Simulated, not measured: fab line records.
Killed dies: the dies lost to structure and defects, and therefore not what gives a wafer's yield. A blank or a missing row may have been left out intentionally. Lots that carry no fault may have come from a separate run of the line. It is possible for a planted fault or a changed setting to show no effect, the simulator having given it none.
fab line records | flow n5-finfet
[record] lots = 7 wafers = 21
route steps=1938 shown BEOL_M10@1476 BEOL_M11@1536 BEOL_M12@1609 BEOL_M13@1706
start-h: hours from the record's opening day to when the first of the lot's shown wafers began | wait-h: hours from the lot's prior step to this one | " same as the row above | L1.1+2: one row covering several wafers at once | - either no value or no given start | * or withheld: withheld | < > ~ a bound
route shown NAME@n: names a module that has steps shown in the file, with the first one's number in the route | usual: mean/standard deviation taken from wafers without a fault | same: alike in all rows | chamber/n: place in a boat | sites: per-site readings | _std_site: the values' standard deviation | _edge_site: mean of outer sites minus mean of inner sites | radius-mm: how far each site lies from the wafer's centre | mask NAME#n: copy n | behind: the most recent tool/chamber to have shaped the wafer | hold: the reason the lot was held/the length of the hold in hours/how it ended | device: which transistor (n, p or np) failed to switch | end of line: the route-end tests of the same wafers | for a step that has no rows: nothing shown but its recipe | killed: not the wafer's yield, but the dies lost to structure and defects at the first sort | map: a wafer's dies, marking killed ones x, the rest . and places with no die _
set.NAME: the run value of the setting; set.NAME@STEP: its run value at that earlier step | model.NAME: the simulator's own value behind a step, which no gauge read
lots with deliberately changed settings; one table per step, one row per wafer
[[steps]]
[step N5_BEOL_M10_COAT_60]
[recipe] resist = SiARC temp-c = 220 time-s = 60 spin-rpm = 1500 resist-thk-nm = 30
// columns lot.wafer tool chamber start-h wait-h set.spin-rpm model.SiARC_of_BEOL_M10_COAT_60.thk-nm
L075.1 litho-track-01 0 - - 1637 28.8
L075.3+5 " 0 " " 1500 30
L078.3+6 litho-track-04 0 - - 1500 30.2
L078.4 " 0 " " 1500 30
L083.4 litho-track-05 0 - - 1500 29.8
L083.5+6 " 0 " " 1500 30
L082.1 litho-track-01 0 - - 1500 29.8
L082.3+5 " 0 " " 1500 30
L084.1 litho-track-01 0 - - 1566 29.4
L084.4+5 " 0 " " 1500 30
L087.1 litho-track-05 0 - - 1431 30.6
L087.2 " 0 " " 1500 29.8
L087.4 " 0 " " 1500 30
L093.1 litho-track-01 0 - - 1500 30
L093.4 " 0 " " 1500 29.8
L093.5 " 0 " " 1443 30.6
[step N5_BEOL_M10_COAT_05]
[recipe] resist = CAR-ArF spin-rpm = 1500 resist-thk-nm = 90
[step N5_BEOL_M10_EBR_07]
[recipe] solvent = PGMEA ebr-width-mm = 1.5
[step N5_BEOL_M10_DESCUM_16]
[recipe] chemistry = O2 time-s = 7.9 source-power-w = 50 bias-power-w = 20 pressure-mtorr = 20 rf-frequency-hz = 2.712e+07 temp-c = 40 resist = CAR-ArF o2-flow-sccm = 225
[step N5_BEOL_M10_ETCH_61]
[recipe] chemistry = CF4 target = SiARC target-depth-a = 390 mask-material = CAR-ArF time-s = 65 ion-energy-ev = 80 pressure-mtorr = 40 source-w = 545 bias-w = 36 Ar_flow_sccm = 100 cf4-flow-sccm = 100 ends = cleared
// columns lot.wafer tool chamber start-h wait-h set.spin-rpm@BEOL_M10_COAT_60 model.etch.depth-nm model.CAR-ArF_of_BEOL_M10_COAT_05.thk-nm
L075.1 rie-diel-03 3 231.93 0.0 1637 28.71 57.4
L075.3 " 0 " " 1500 29.93 56
L075.5 " 0 " " 1500 29.95 56.2
L078.3 rie-diel-06 1 242.60 0.0 1500 30.17 54.8
L078.4 " 2 " " 1500 30.05 54.8
L078.6 " 0 " " 1500 30.19 54.8
L083.4 rie-diel-06 0 275.37 0.0 1500 29.89 55.8
L083.5 " 2 " " 1500 30.01 55.8
L083.6 " 3 " " 1500 29.96 55.8
L082.1 rie-diel-02 2 275.74 0.0 1500 29.86 55.4
L082.3 " 1 " " 1500 29.97 55.6
L082.5 " 2 " " 1500 30.08 55.8
L084.1 rie-diel-03 0 282.76 0.0 1566 29.4 56.6
L084.4 " 3 " " 1500 29.93 56.2
L084.5 " 1 " " 1500 29.9 55.8
L087.1 rie-diel-03 1 307.09 0.0 1431 30.65 54.6
L087.2 " 2 " " 1500 29.87 55.6
L087.4 " 3 " " 1500 29.95 55.4
L093.1 rie-diel-02 2 341.99 0.0 1500 29.9 55.4
L093.4 " 2 " " 1500 29.88 55
L093.5 " 0 " " 1443 30.57 54.8
[step N5_BEOL_M10_ETCH_62]
[recipe] chemistry = N2/H2 target = SOC target-depth-a = 1100 overetch-a = 220 mask-material = SiARC temp-c = 40 time-s = 165 ion-energy-ev = 200 pressure-mtorr = 30 source-w = 840 bias-w = 150 n2-flow-sccm = 200 h2-flow-sccm = 200
// columns lot.wafer tool chamber start-h wait-h set.spin-rpm@BEOL_M10_COAT_60 model.SiARC_of_BEOL_M10_COAT_60.thk-nm
L075.1 rie-diel-03 3 231.98 0.0 1637 22.2
L075.3+5 " 0 " " 1500 23.4
L078.3+4+6 rie-diel-06 1,2,0 242.65 0.0 1500 23.6
L083.4 rie-diel-06 0 275.42 0.0 1500 23.2
L083.5 " 2 " " 1500 23.4
L083.6 " 3 " " 1500 23.6
L082.1 rie-diel-02 2 275.79 0.0 1500 23
L082.3 " 1 " " 1500 23.4
L082.5 " 2 " " 1500 23.2
L084.1 rie-diel-03 0 282.81 0.0 1566 22.8
L084.4 " 3 " " 1500 23.6
L084.5 " 1 " " 1500 23.4
L087.1 rie-diel-03 1 307.14 0.0 1431 24.2
L087.2+4 " 2,3 " " 1500 23.6
L093.1+4 rie-diel-02 2 342.04 0.0 1500 23
L093.5 " 0 " " 1443 24
[step N5_BEOL_M11_ILD_DEP_00]
[recipe] material = SiCOH_lowk target-thk-a = 3085.1 temp-c = 300 precursor = DEMS/porogen pressure-torr = 5 rf-w = 500 time-s = 58
// columns lot.wafer tool chamber start-h wait-h set.time-s model.SiCOH_lowk_of_BEOL_M11_ILD_DEP_00.thk-nm
L075.1 pecvd-01 2 238.35 0.0 60.43 324.2
L075.3 " 0 " " 60.43 321.8
L075.5 " 1 " " 58 313.6
L078.3 pecvd-01 1 248.21 0.0 58 304.4
L078.4 " 0 " " 50.33 269
L078.6 " 2 " " 50.33 272.2
L083.4 pecvd-01 0 280.03 0.1 58 308.4
L083.5 " 1 " " 58 314.4
L083.6 " 2 " " 58 316.8
L082.1 pecvd-03 0 280.29 0.0 53.86 286
L082.3 " 1 " " 58 306.6
L082.5 " 2 " " 58 311
L084.1 pecvd-03 0 286.84 0.0 58 310.6
L084.4 " 1 " " 64.04 343.6
L084.5 " 2 " " 64.04 349.6
L087.1 pecvd-02 1 312.35 0.0 58 309.8
L087.2 " 0 " " 65.94 350.2
L087.4 " 1 " " 65.94 357
L093.1 pecvd-01 2 349.43 0.0 53.86 285
L093.4 " 0 " " 53.86 284
L093.5 " 1 " " 58 308.6
[step N5_BEOL_M11_CURE_71]
[recipe] temp-c = 385 time-s = 240 ambient = He/Ar material = SiCOH_lowk
// columns lot.wafer tool chamber start-h wait-h set.time-s@BEOL_M11_ILD_DEP_00 model.SiCOH_lowk_of_BEOL_M11_ILD_DEP_00.thk-nm
L075.1 uv-cure-02 2 238.43 0.0 60.43 282
L075.3 " 2 " " 60.43 279.8
L075.5 " 2 " " 58 272.6
L078.3 uv-cure-01 1 248.87 0.6 58 264.4
L078.4 " 1 " " 50.33 233.2
L078.6 " 1 " " 50.33 236
L083.4 uv-cure-01 0 280.32 0.3 58 267.8
L083.5 " 0 " " 58 273.2
L083.6 " 0 " " 58 275.2
L082.1 uv-cure-02 1 280.37 0.0 53.86 248.2
L082.3 " 1 " " 58 266.4
L082.5 " 1 " " 58 270.2
L084.1 uv-cure-01 1 286.92 0.0 58 269.8
L084.4 " 1 " " 64.04 299
L084.5 " 1 " " 64.04 304.4
L087.1 uv-cure-01 0 312.97 0.6 58 269.2
L087.2 " 0 " " 65.94 304.8
L087.4 " 0 " " 65.94 311
L093.1 uv-cure-02 2 349.52 0.1 53.86 247.2
L093.4 " 2 " " 53.86 246.4
L093.5 " 2 " " 58 268
[step N5_BEOL_M11_THK_MEAS_01]
[recipe] reads = SiCOH_lowk_of_BEOL_M11_ILD_DEP_00
[usual] M11_ILD_THK = 268/3.4
// columns lot.wafer tool chamber start-h wait-h set.time-s@BEOL_M11_ILD_DEP_00 M11_ILD_THK[nm]
L075.1 film-metro-02 - 238.94 0.4 60.43 282
L075.3 " - " " 60.43 280
L075.5 " - " " 58 273
L078.3 film-metro-02 - 249.22 0.3 58 264
L078.4 " - " " 50.33 233
L078.6 " - " " 50.33 236
L083.4 film-metro-02 - 280.60 0.2 58 268
L083.5 " - " " 58 273
L083.6 " - " " 58 275
L082.1 film-metro-02 - 280.88 0.4 53.86 248
L082.3 " - " " 58 266
L082.5 " - " " 58 270
L084.1 film-metro-02 - 287.43 0.4 58 270
L084.4 " - " " 64.04 299
L084.5 " - " " 64.04 304
L087.1 film-metro-02 - 313.96 0.8 58 269
L087.2 " - " " 65.94 305
L087.4 " - " " 65.94 311
L093.1 film-metro-01 - 350.04 0.4 53.86 247
L093.4 " - " " 53.86 246
L093.5 " - " " 58 268
[step N5_BEOL_M11_COAT_60]
[recipe] resist = SiARC temp-c = 220 time-s = 60 spin-rpm = 1500 resist-thk-nm = 30
// columns lot.wafer tool chamber start-h wait-h set.spin-rpm model.SiARC_of_BEOL_M11_COAT_60.thk-nm
L075.1+5 litho-track-03 0 - - 1500 30
L075.3 " 0 " " 1388 31.2
L078.3+6 litho-track-02 0 - - 1500 30.2
L078.4 " 0 " " 1419 31
L083.4+5+6 litho-track-02 0 - - 1500 30
L082.1+3 litho-track-03 0 - - 1500 30
L082.5 " 0 " " 1654 28.6
L084.1 litho-track-03 0 - - 1664 28.6
L084.4+5 " 0 " " 1500 30.2
L087.1+2+4 litho-track-01 0 - - 1500 30
L093.1+4+5 litho-track-02 0 - - 1500 30
[step N5_BEOL_M11_COAT_05]
[recipe] resist = CAR-ArF spin-rpm = 1500 resist-thk-nm = 90
[step N5_BEOL_M11_EBR_07]
[recipe] solvent = PGMEA ebr-width-mm = 1.5
[step N5_BEOL_M11_DESCUM_16]
[recipe] chemistry = O2 time-s = 7.9 source-power-w = 50 bias-power-w = 20 pressure-mtorr = 20 rf-frequency-hz = 2.712e+07 temp-c = 40 resist = CAR-ArF o2-flow-sccm = 225
[step N5_BEOL_M11_ETCH_61]
[recipe] chemistry = CF4 target = SiARC target-depth-a = 390 mask-material = CAR-ArF time-s = 65 ion-energy-ev = 80 pressure-mtorr = 40 source-w = 545 bias-w = 36 Ar_flow_sccm = 100 cf4-flow-sccm = 100 ends = cleared
// columns lot.wafer tool chamber start-h wait-h set.spin-rpm@BEOL_M11_COAT_60 model.etch.depth-nm model.CAR-ArF_of_BEOL_M11_COAT_05.thk-nm
L075.1 rie-diel-04 0 242.13 0.0 1500 30.01 55.2
L075.3 " 3 " " 1388 31.18 54.4
L075.5 " 0 " " 1500 30.07 55
L078.3 rie-diel-05 3 250.90 0.0 1500 30.25 55
L078.4 " 2 " " 1419 31.01 54.4
L078.6 " 0 " " 1500 30.17 55.4
L083.4 rie-diel-01 0 282.30 0.0 1500 29.99 55.8
L083.5 " 2 " " 1500 30.01 55.6
L083.6 " 1 " " 1500 29.96 55.6
L082.1 rie-diel-05 0 282.45 0.0 1500 30.07 56.2
L082.3 " 1 " " 1500 30.09 55.8
L082.5 " 0 " " 1654 28.59 57.2
L084.1 rie-diel-04 3 288.48 0.0 1664 28.59 57
L084.4 " 2 " " 1500 30.16 55.2
L084.5 " 0 " " 1500 30.15 55.2
L087.1 rie-diel-05 2 316.29 0.0 1500 29.98 55.6
L087.2 " 3 " " 1500 30.07 55.8
L087.4 " 1 " " 1500 29.98 55.8
L093.1 rie-diel-04 1 351.44 0.0 1500 29.94 55.8
L093.4 " 1 " " 1500 30 55.6
L093.5 " 3 " " 1500 29.97 55.8
[step N5_BEOL_M11_ETCH_62]
[recipe] chemistry = N2/H2 target = SOC target-depth-a = 1100 overetch-a = 220 mask-material = SiARC temp-c = 40 time-s = 165 ion-energy-ev = 200 pressure-mtorr = 30 source-w = 840 bias-w = 150 n2-flow-sccm = 200 h2-flow-sccm = 200
// columns lot.wafer tool chamber start-h wait-h set.spin-rpm@BEOL_M11_COAT_60 model.SiARC_of_BEOL_M11_COAT_60.thk-nm
L075.1+5 rie-diel-04 0 242.18 0.0 1500 23.4
L075.3 " 3 " " 1388 24.6
L078.3 rie-diel-05 3 250.95 0.0 1500 23.8
L078.4 " 2 " " 1419 24.4
L078.6 " 0 " " 1500 24
L083.4 rie-diel-01 0 282.35 0.0 1500 23.4
L083.5+6 " 2,1 " " 1500 23.6
L082.1 rie-diel-05 0 282.50 0.0 1500 24
L082.3 " 1 " " 1500 23.6
L082.5 " 0 " " 1654 22.4
L084.1 rie-diel-04 3 288.53 0.0 1664 22
L084.4 " 2 " " 1500 23.4
L084.5 " 0 " " 1500 23.6
L087.1 rie-diel-05 2 316.34 0.0 1500 23.2
L087.2+4 " 3,1 " " 1500 23.6
L093.1 rie-diel-04 1 351.49 0.0 1500 23.2
L093.4+5 " 1,3 " " 1500 23.4
[step N5_BEOL_M12_PEB_08]
[recipe] peb-temp-c = 130 peb-time-s = 90
// columns lot.wafer tool chamber start-h wait-h set.peb-temp-c
L075.1 litho-track-03 0 248.36 0.1 130
L075.3+5 " 0 " " 131
L078.3 litho-track-03 0 257.78 0.0 130
L078.4+6 " 0 " " 133.4
L083.4+5+6 litho-track-04 0 286.72 0.0 130
L082.1+3+5 litho-track-03 0 287.47 0.1 130
L084.1+4 litho-track-04 0 296.10 0.1 130
L084.5 " 0 " " 129
L087.1+2 litho-track-03 0 322.44 0.1 130
L087.4 " 0 " " 126.9
L093.1 litho-track-03 0 358.42 0.1 130
L093.4+5 " 0 " " 132.5
[step N5_BEOL_M12_DEVELOP_09]
[recipe] develop-time-s = 45 rinse-liquid = diw dry = air-spin dev-temp-c = 21
[step N5_BEOL_M12_HARDBAKE_14]
[recipe] temp-c = 130 time-s = 120
[step N5_BEOL_M12_CD_MEAS_10]
[recipe] target-cd-nm = 140 landing-energy-ev = 500 detector = se-inlens polarity = opening
[usual] cd-nm = 139.9/1.9
// columns lot.wafer tool chamber start-h wait-h set.peb-temp-c@BEOL_M12_PEB_08 cd-nm
L075.1 cd-sem-03 0 248.47 - 130 139.9
L075.3 " 0 " " 131 139.8
L075.5 " 0 " " 131 144.3
L078.3 cd-sem-03 0 257.90 - 130 141.7
L078.4 " 0 " " 133.4 149.1
L078.6 " 0 " " 133.4 146.7
L083.4 cd-sem-02 0 286.84 - 130 138.3
L083.5 " 0 " " 130 140.9
L083.6 " 0 " " 130 137.5
L082.1 cd-sem-01 0 287.58 - 130 141.8
L082.3 " 0 " " 130 139.2
L082.5 " 0 " " 130 140.3
L084.1 cd-sem-02 0 296.21 - 130 139.4
L084.4 " 0 " " 130 140.5
L084.5 " 0 " " 129 135.7
L087.1 cd-sem-01 0 322.55 - 130 136.7
L087.2 " 0 " " 130 139.4
L087.4 " 0 " " 126.9 130.1
L093.1 cd-sem-03 0 358.54 - 130 136.4
L093.4 " 0 " " 132.5 145.4
L093.5 " 0 " " 132.5 144.2
[step N5_BEOL_M12_DESCUM_15]
[recipe] chemistry = O2 time-s = 7.9 source-power-w = 50 bias-power-w = 20 pressure-mtorr = 20 rf-frequency-hz = 2.712e+07 temp-c = 40 o2-flow-sccm = 225
// columns lot.wafer tool chamber start-h wait-h set.time-s
L075.1 rie-diel-03 1 248.56 0.0 7.9
L075.3+5 " 3,1 " " 6.437
L078.3+4 rie-diel-02 3,1 258.00 0.0 8.632
L078.6 " 1 " " 7.9
L083.4+5+6 rie-diel-06 0,2,1 286.93 0.0 7.9
L082.1+5 rie-diel-06 3,0 287.92 0.3 9.143
L082.3 " 1 " " 7.9
L084.1+5 rie-diel-02 2 296.33 0.1 8.921
L084.4 " 1 " " 7.9
L087.1+4 rie-diel-02 0,3 322.64 0.0 7.9
L087.2 " 2 " " 7.308
L093.1+5 rie-diel-03 2,1 358.64 0.0 7.043
L093.4 " 1 " " 7.9
[step N5_BEOL_M12_ETCH_59]
[recipe] chemistry = N2/H2 target = BARC target-depth-a = 890 overetch-a = 267 time-s = 67.9 ion-energy-ev = 200 pressure-mtorr = 30 source-w = 840 bias-w = 150 n2-flow-sccm = 200 h2-flow-sccm = 200
[step N5_BEOL_M12_VIA_ETCH_16]
[recipe] chemistry = C4F8/O2/Ar target = SiOC pressure-mtorr = 30 source-w = 3000 bias-w = 700 Ar_flow_sccm = 400 C4F8_flow_sccm = 15 O2_flow_sccm = 8 he-inner-torr = 15 he-outer-torr = 30 target-depth-a = 7248 time-s = withheld ion-energy-ev = 250 ends = cleared
[step N5_BEOL_M12_STRIP_71]
[recipe] chemistry = post-etch-residue-remover time-s = 60 temp-c = 25 remover-ph = withheld remover-water-wt-pct = withheld remover-fluoride-wt-pct = withheld
[step N5_BEOL_M12_SRD_72]
[recipe] time-s = 30 temp-c = 23 rinse-liquid = diw dry = n2-spin spin-rpm = 1500 dry-time-s = 30
[step N5_BEOL_M12_CD_MEAS_17]
[recipe] target-cd-nm = 140 polarity = opening
[usual] cd-nm = 140.0/2
// columns lot.wafer tool chamber start-h wait-h set.peb-temp-c@BEOL_M12_PEB_08 cd-nm
L075.1 cd-sem-03 - 249.05 0.0 130 139.1
L075.3 " - " " 131 140.1
L075.5 " - " " 131 144.0
L078.3 cd-sem-02 - 258.61 0.0 130 141.3
L078.4 " - " " 133.4 149.5
L078.6 " - " " 133.4 147.7
L083.4 cd-sem-02 - 287.42 0.0 130 137.3
L083.5 " - " " 130 142.4
L083.6 " - " " 130 138.3
L082.1 cd-sem-02 - 288.42 0.0 130 140.2
L082.3 " - " " 130 140.7
L082.5 " - " " 130 140.3
L084.1 cd-sem-01 - 296.82 0.0 130 140.7
L084.4 " - " " 130 141.2
L084.5 " - " " 129 137.0
L087.1 cd-sem-02 - 323.22 0.0 130 136.4
L087.2 " - " " 130 140.4
L087.4 " - " " 126.9 130.2
L093.1 cd-sem-02 - 359.13 0.0 130 136.9
L093.4 " - " " 132.5 146.6
L093.5 " - " " 132.5 145.4
[step N5_BEOL_M12_CMP_49]
[recipe] stop-on = SiOC t-overpolish-s = 20.6 down-force-psi = 1 platen-rpm = 50 clearing-platen-down-force-psi = 1.5 clearing-platen-rpm = 50 post-cmp-clean = cu-alkaline target-thk-nm = 320 clearing-platen-pad-velocity-m-s = 0.99484 pad-velocity-m-s = 0.99484
[usual] barrier-field-endpoint-s = 30.6/0.75
// columns lot.wafer tool chamber start-h wait-h set.down-force-psi barrier-field-endpoint-s
L075.3 cmp-02 1 251.91 0.2 1 31.4
L075.1 " 2 " " 1 31.9
L075.5 " 1 " " 0.8183 37.6
L078.4 cmp-03 0 266.24 0.2 1 29.9
L078.3 " 2 " " 1.062 27.6
L078.6 " 0 " " 1.062 28.1
L083.4 cmp-02 3 294.26 0.2 1 30.5
L083.6 " 2 " " 1 31.4
L083.5 " 3 " " 1 30.3
L082.1 cmp-03 3 294.52 0.3 1 30.5
L082.3 " 1 " " 1 31.6
L082.5 " 3 " " 1 30.2
L084.4 cmp-03 0 299.66 0.2 1 31.3
L084.1 " 3 " " 1 31.2
L084.5 " 0 " " 1 30.4
L087.4 cmp-02 1 330.23 0.2 1 31.0
L087.1 " 2 " " 0.844 37.1
L087.2 " 3 " " 1 29.6
L093.1 cmp-01 0 362.01 0.3 0.8369 35.4
L093.4 " 1 " " 1 30.8
L093.5 " 3 " " 1 30.4
[step N5_BEOL_M13_SPUTTER_44]
[recipe] material = Ta target-thk-a = 100 temp-c = 50 bias-v = 80 power-w = 15000 chamber-pressure-pa = 0.07 time-s = 16.13
// columns lot.wafer tool chamber start-h wait-h set.time-s model.Ta_of_BEOL_M13_SPUTTER_44.thk-nm
L075.1+5 pvd-sputter-03 - 255.44 0.0 18.2 11.4
L075.3 " - " " 16.13 9.8
L078.3 pvd-sputter-02 - 271.45 0.0 18.43 11.4
L078.4 " - " " 18.43 11.2
L078.6 " - " " 16.13 9.8
L083.4+5+6 pvd-sputter-01 - 297.60 0.0 16.13 10
L082.1 pvd-sputter-01 - 298.82 0.0 16.13 10.2
L082.3 " - " " 18.27 11.4
L082.5 " - " " 16.13 10
L084.1+5 pvd-sputter-03 - 304.36 0.0 18.14 11.2
L084.4 " - " " 16.13 9.8
L087.1 pvd-sputter-01 - 333.37 0.0 16.13 10.4
L087.2 " - " " 16.13 10.2
L087.4 " - " " 16.13 10
L093.1 pvd-sputter-02 - 368.32 0.0 16.13 9.8
L093.4+5 " - " " 16.13 9.6
[[key]]
[split] step = N5_BEOL_M10_COAT_60 setting = spin-rpm stated = 1500 by = wafer
[response] step = N5_BEOL_M10_COAT_60 reading = model.SiARC_of_BEOL_M10_COAT_60.thk-nm change = -0.141 per = 1% r = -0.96
[response] step = N5_BEOL_M10_ETCH_61 reading = model.etch.depth-nm change = -0.141 per = 1% r = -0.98
[response] step = N5_BEOL_M10_ETCH_61 reading = model.CAR-ArF_of_BEOL_M10_COAT_05.thk-nm change = +0.146 per = 1% r = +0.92
[response] step = N5_BEOL_M10_ETCH_62 reading = model.SiARC_of_BEOL_M10_COAT_60.thk-nm change = -0.149 per = 1% r = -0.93
[split] step = N5_BEOL_M11_ILD_DEP_00 setting = time-s stated = 58 by = wafer
[response] step = N5_BEOL_M11_ILD_DEP_00 reading = model.SiCOH_lowk_of_BEOL_M11_ILD_DEP_00.thk-nm change = +3.04 per = 1% r = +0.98
[response] step = N5_BEOL_M11_CURE_71 reading = model.SiCOH_lowk_of_BEOL_M11_ILD_DEP_00.thk-nm change = +2.69 per = 1% r = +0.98
[response] step = N5_BEOL_M11_THK_MEAS_01 reading = M11_ILD_THK change = +2.7 per = 1% r = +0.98
[split] step = N5_BEOL_M11_COAT_60 setting = spin-rpm stated = 1500 by = wafer
[response] step = N5_BEOL_M11_COAT_60 reading = model.SiARC_of_BEOL_M11_COAT_60.thk-nm change = -0.146 per = 1% r = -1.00
[response] step = N5_BEOL_M11_ETCH_61 reading = model.etch.depth-nm change = -0.146 per = 1% r = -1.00
[response] step = N5_BEOL_M11_ETCH_61 reading = model.CAR-ArF_of_BEOL_M11_COAT_05.thk-nm change = +0.134 per = 1% r = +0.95
[response] step = N5_BEOL_M11_ETCH_62 reading = model.SiARC_of_BEOL_M11_COAT_60.thk-nm change = -0.137 per = 1% r = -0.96
[split] step = N5_BEOL_M12_PEB_08 setting = peb-temp-c stated = 130 by = wafer
[response] step = N5_BEOL_M12_CD_MEAS_10 reading = cd-nm change = +3.23 per = 1% r = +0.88
[response] step = N5_BEOL_M12_CD_MEAS_17 reading = cd-nm change = +3.51 per = 1% r = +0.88
[split] step = N5_BEOL_M12_DESCUM_15 setting = time-s stated = 7.9 by = wafer
response none clear
[split] step = N5_BEOL_M12_CMP_49 setting = down-force-psi stated = 1 by = wafer
[response] step = N5_BEOL_M12_CMP_49 reading = barrier-field-endpoint-s change = -0.349 per = 1% r = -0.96
[split] step = N5_BEOL_M13_SPUTTER_44 setting = time-s stated = 16.13 by = wafer
[response] step = N5_BEOL_M13_SPUTTER_44 reading = model.Ta_of_BEOL_M13_SPUTTER_44.thk-nm change = +0.11 per = 1% r = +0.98
